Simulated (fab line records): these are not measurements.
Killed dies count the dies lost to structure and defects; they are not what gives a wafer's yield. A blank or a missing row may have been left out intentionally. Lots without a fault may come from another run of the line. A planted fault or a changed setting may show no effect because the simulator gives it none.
The tool behind it: which one? | flow nandHarc | 12 lots with 36 wafers sampled at 5 steps, on a route of 1159 steps

== WHAT THE GAUGES READ, wafer by wafer ==
NHARC_THIN_TSV_THK_MEAS_02: measures by ir. Usual: thkNm 2961 nm, standard deviation 200.
lot  | measured     | on           | thkNm (nm)     | flag
L364 | day 18 19:51 | filmMetro-01 | 2909 3043 2972 | 
L363 | day 19 02:41 | filmMetro-02 | 2722 2878 2647 | 
L365 | day 19 01:29 | filmMetro-01 | 2883 2932 3093 | 
L372 | day 20 20:33 | filmMetro-01 | 3298 3478 2903 | 
L371 | day 21 09:19 | filmMetro-01 | 3024 2755 2613 | 
L374 | day 21 16:25 | filmMetro-02 | 2950 2886 3143 | 
L379 | day 22 16:57 | filmMetro-01 | 2809 2926 2682 | 
L378 | day 23 03:08 | filmMetro-01 | 3090 2818 3046 | 
L381 | day 23 12:25 | filmMetro-01 | 2905 2975 2775 | 
L383 | day 23 19:27 | filmMetro-01 | 2764 2949 3255 | 
L384 | day 24 01:03 | filmMetro-02 | 3043 2894 2778 | 
L385 | day 24 09:49 | filmMetro-02 | 3047 2977 3186 | 

NHARC_END_SORT_01. Usual: defectLimitedYield 95.3 %, standard deviation 1.5; killedAtArray 28, standard deviation 10; killedAtOther 0.6, standard deviation 1.1; killedAtPeriphery 3.6, standard deviation 2.6; killedDies 32, standard deviation 10; killedOpen 3.3, standard deviation 1.8; killedShort 1.9, standard deviation 1.4; sort_bin_2_pct 1.5 %, standard deviation 0.61; sort_bin_3_pct 0.27 %, standard deviation 0.2; sort_bin_4_pct 3.0 %, standard deviation 1; sortNPass 645, standard deviation 10; sortRimYieldPct 97.3 %, standard deviation 1.9; sortYieldPct 95.3 %, standard deviation 1.5.
lot  | measured     | on        | defectLimitedYield (%) | killedAtArray | killedAtOther | killedAtPeriphery | killedDies | killedOpen | killedShort | sort_bin_2_pct (%) | sort_bin_3_pct (%) | sort_bin_4_pct (%) | sortNPass   | sortRimYieldPct (%) | sortYieldPct (%) | flag
L365 | day 19 17:22 | prober-02 | 94.5 96.5 96.2         | 30 21 22      | 0 0 1         | 7 3 3             | 37 24 26   | 5 2 4      | 2 2 2       | 2.1 0.9 1.5        | 0.15 0.15 0        | 3.2 2.5 2.4        | 640 653 651 | 98.1 98.1 96.2      | 94.5 96.5 96.2   | 
L372 | day 21 13:19 | prober-01 | 97.8 95.6 96.6         | 12 27 16      | 0 3 3         | 3 0 4             | 15 30 23   | 3 6 3      | 1 2 4       | 0.7 2.1 0.9        | 0.30 0 0.30        | 1.2 2.4 2.2        | 662 647 654 | 99.1 94.3 98.1      | 97.8 95.6 96.6   | 
L374 | day 22 09:44 | prober-02 | 95.0 96.2 96.5         | 31 24 21      | 1 0 0         | 2 2 3             | 34 26 24   | 2 2 3      | 1 1 2       | 1.6 2.1 1.0        | 0.30 0.30 0.15     | 3.1 1.5 2.4        | 643 651 653 | 99.1 100.0 99.1     | 95.0 96.2 96.5   | 
L384 | day 24 19:20 | prober-02 | 91.7 91.7 93.2         | 41 50 38      | 0 0 0         | 15 6 8            | 56 56 46   | 1 3 1      | 3 2 4       | 1.6 3.0 2.4        | 0.59 0.59 0.44     | 6.1 4.7 4.0        | 621 621 631 | 98.1 92.5 94.3      | 91.7 91.7 93.2   | 
L385 | day 25 03:16 | prober-01 | 96.5 97.0 96.6         | 20 17 17      | 0 0 1         | 4 3 5             | 24 20 23   | 6 3 3      | 4 1 2       | 1.5 0.6 0.9        | 0 0.15 0           | 2.1 2.2 2.5        | 653 657 654 | 98.1 97.2 97.2      | 96.5 97.0 96.6   | 

== EACH LOT AND THE TOOL THAT RAN IT (in order: tool; ch and the chambers of the sampled wafers; start) ==
lot  | NHARC_HYBRID_BOND_ACTIVATE_00     | NHARC_THIN_TSV_ETCHBACK_48        | NHARC_THIN_TSV_STRIP_62
L364 | rieDiel-11 ch 0,1,3, day 18 09:17 | rieDiel-12 ch 0,1,3, day 18 23:16 | plasmaAsher-02 ch 0,1, day 18 23:33
L363 | rieDiel-11 ch 0,1,3, day 18 09:55 | rieDiel-01 ch 0,2,3, day 19 06:01 | plasmaAsher-02 ch 1, day 19 06:23
L365 | rieDiel-11 ch 0,2, day 18 12:06   | rieDiel-12 ch 0,1,2, day 19 04:48 | plasmaAsher-01 ch 0, day 19 05:07
L372 | rieDiel-11 ch 1,2,3, day 20 09:14 | rieDiel-12 ch 2,3, day 20 23:52   | plasmaAsher-01 ch 0,1, day 21 00:15
L371 | rieDiel-11 ch 2,3, day 20 14:56   | rieDiel-03 ch 1,3, day 21 12:29   | plasmaAsher-02 ch 0,1, day 21 12:55
L374 | rieDiel-11 ch 0,2, day 21 04:28   | rieDiel-12 ch 1,2, day 21 19:43   | plasmaAsher-02 ch 0,1, day 21 20:04
L379 | rieDiel-13 ch 1,2,3, day 22 04:23 | rieDiel-01 ch 2,3, day 22 20:19   | plasmaAsher-01 ch 0,1, day 22 20:45
L378 | rieDiel-13 ch 0,3, day 22 13:16   | rieDiel-03 ch 2,3, day 23 06:40   | plasmaAsher-02 ch 0, day 23 07:03
L381 | rieDiel-11 ch 0,1,2, day 22 22:28 | rieDiel-03 ch 0,1,3, day 23 15:55 | plasmaAsher-01 ch 0,1, day 23 16:17
L383 | rieDiel-11 ch 0,2, day 23 07:28   | rieDiel-01 ch 1,2,3, day 23 22:46 | plasmaAsher-02 ch 0, day 23 23:08
L384 | rieDiel-11 ch 1,2,3, day 23 12:16 | rieDiel-03 ch 0,3, day 24 04:28   | plasmaAsher-01 ch 0,1, day 24 04:50
L385 | rieDiel-13 ch 0,3, day 23 21:28   | rieDiel-01 ch 1,2, day 24 13:15   | plasmaAsher-01 ch 0,1, day 24 13:39
- NHARC_HYBRID_BOND_ACTIVATE_00: chemistry N2, time 60 s.
- NHARC_THIN_TSV_ETCHBACK_48: etches the open film in C4F8/Ar, target depth 1028.5 nm, time 405.17 s.
- NHARC_THIN_TSV_STRIP_62: strips in N2/H2, time 20 s.

== WHAT THE TOOLS THEMSELVES READ (means of the sampled wafers that have a number; where no wafer has one, the mark that the record gives instead) ==
NHARC_HYBRID_BOND_ACTIVATE_00. Usual: drypumpMotorCurrentA 5.6 A, standard deviation 0.52; n2FlowSccm 200.0 sccm, standard deviation 0.59; oesProductAu 0.997 a.u., standard deviation 0.011; rfVppV 64.3 V, standard deviation 0.87; showerheadPlenumPTorr 1.80 Torr, standard deviation 0.067.
lot  | tool       | drypumpMotorCurrentA (A) | n2FlowSccm (sccm) | oesProductAu (a.u.) | rfVppV (V) | showerheadPlenumPTorr (Torr) | flag
L364 | rieDiel-11 | 5.8                      | 199.8             | 1.005               | 64.7       | 1.79                         | 
L363 | rieDiel-11 | 5.8                      | 199.8             | 0.994               | 64.9       | 1.79                         | 
L365 | rieDiel-11 | 5.4                      | 199.8             | 0.986               | 64.4       | 1.82                         | 
L372 | rieDiel-11 | 5.3                      | 200.1             | 1.002               | 65.0       | 1.79                         | 
L371 | rieDiel-11 | 5.5                      | 200.4             | 1.004               | 64.3       | 1.83                         | 
L374 | rieDiel-11 | 5.4                      | 200.1             | 0.998               | 64.3       | 1.82                         | 
L379 | rieDiel-13 | 5.7                      | 199.8             | 0.994               | 63.5       | 1.74                         | 
L378 | rieDiel-13 | 5.9                      | 199.7             | 0.991               | 65.4       | 1.83                         | 
L381 | rieDiel-11 | 5.5                      | 199.9             | 1.001               | 64.2       | 1.78                         | 
L383 | rieDiel-11 | 5.4                      | 199.7             | 0.995               | 64.4       | 1.82                         | 
L384 | rieDiel-11 | 5.3                      | 199.9             | 1.002               | 64.3       | 1.79                         | 
L385 | rieDiel-13 | 5.9                      | 199.1             | 0.995               | 65.2       | 1.83                         | 

NHARC_THIN_TSV_ETCHBACK_48. Usual: oesProductAu 0.94 a.u., standard deviation 0.031; rfVppV 547 V, standard deviation 3.6.
lot  | tool       | oesProductAu (a.u.) | rfVppV (V) | flag
L364 | rieDiel-12 | 1.00                | 548        | 
L363 | rieDiel-01 | 0.92                | 545        | 
L365 | rieDiel-12 | 0.93                | 549        | 
L372 | rieDiel-12 | 0.92                | 549        | 
L371 | rieDiel-03 | 0.93                | 546        | 
L374 | rieDiel-12 | 0.92                | 548        | 
L379 | rieDiel-01 | 0.96                | 547        | 
L378 | rieDiel-03 | 0.95                | 551        | 
L381 | rieDiel-03 | 0.92                | 545        | 
L383 | rieDiel-01 | 0.92                | 546        | 
L384 | rieDiel-03 | 0.93                | 548        | 
L385 | rieDiel-01 | 0.93                | 548        | 

NHARC_THIN_TSV_STRIP_62. Usual: drypumpMotorCurrentA 5.58 A, standard deviation 0.29; heaterPowerW 307 W, standard deviation 14.
lot  | tool           | drypumpMotorCurrentA (A) | heaterPowerW (W) | flag
L364 | plasmaAsher-02 | 5.77                     | 299              | 
L363 | plasmaAsher-02 | 5.67                     | 307              | 
L365 | plasmaAsher-01 | 5.19                     | 321              | 
L372 | plasmaAsher-01 | 5.53                     | 310              | 
L371 | plasmaAsher-02 | 5.75                     | 294              | 
L374 | plasmaAsher-02 | 5.75                     | 304              | 
L379 | plasmaAsher-01 | 5.52                     | 314              | 
L378 | plasmaAsher-02 | 5.96                     | 279              | 
L381 | plasmaAsher-01 | 5.36                     | 310              | 
L383 | plasmaAsher-02 | 5.99                     | 288              | 
L384 | plasmaAsher-01 | 5.52                     | 317              | 
L385 | plasmaAsher-01 | 5.50                     | 313              | 

== THE ANSWER, worked out from the rows above alone ==
Rule: lot off if the mean of its wafers having a number is beyond 3 standard deviations from the usual mean. A lot without any number at a reading at which 4 lots or more have one is off too. Any other lot the step has rows for is counted as sound. After the gauges, taken in route order, come the tools' own readings; for these a lot's mean is taken, as printed above. At the first step where some lot is off, the reading lying furthest off is the one used; lots without a number count as furthest.
No lot is off at any reading shown: from this, nothing can be told.

== WHAT HAD BEEN PUT IN BY THE SIMULATOR ==
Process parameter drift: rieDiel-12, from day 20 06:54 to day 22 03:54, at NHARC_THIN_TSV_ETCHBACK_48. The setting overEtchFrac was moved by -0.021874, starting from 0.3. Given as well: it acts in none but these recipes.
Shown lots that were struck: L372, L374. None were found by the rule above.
